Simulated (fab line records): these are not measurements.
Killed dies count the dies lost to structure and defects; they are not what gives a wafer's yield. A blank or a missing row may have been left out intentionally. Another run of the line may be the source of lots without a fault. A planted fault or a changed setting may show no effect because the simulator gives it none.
Chamber matching | flow nandHarc | NHARC_THIN_TSV_ETCH_44 on rieDiel-13 has 3 sister chambers
The step etches the open film in CF4/O2, target depth 1594.2 nm, time 797.1 s. 3 wafers are shown with their chamber, then 7 later ones without.

== EACH WAFER AND ITS CHAMBER ==
wafer  | chamber | rfVppV (V)
L715.5 | 2       | 801
L717.2 | 0       | 786
L717.3 | 3       | 791

== WAFERS WHOSE CHAMBER IS MISSING ==
wafer  | rfVppV (V)
L717.6 | 787
L719.2 | 791
L719.3 | 804
L719.5 | 792
L720.3 | 803
L720.5 | 803
L720.6 | 790

== WHICH CHAMBER EACH ONE RAN IN ==
wafer  | from the rows above     | in truth
L717.6 | can't be placed: 0 or 3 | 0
L719.2 | 3                       | 3
L719.3 | 2                       | 2
L719.5 | 3                       | 3
L720.3 | 2                       | 2
L720.5 | 2                       | 2
L720.6 | can't be placed: 3 or 0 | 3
Correctly placed: 5 of 7. Can't be placed from these rows: 2 (the true chamber is among the candidates in 2). Number placed wrongly: 0.
How it was worked out, from the rows above alone: a wafer's distance from a chamber is the root of the sum, over the readings, of the square of ((its reading less the chamber's mean) divided by the reading's scatter). If the next closest chamber is less than 2 further off than the closest, the wafer can't be placed; otherwise it belongs to the closest. Each chamber's mean is taken over the wafers shown for it. The scatter (one wafer shown for each chamber): square how far every hidden wafer sits from the nearest shown wafer, average those squares and take the square root.
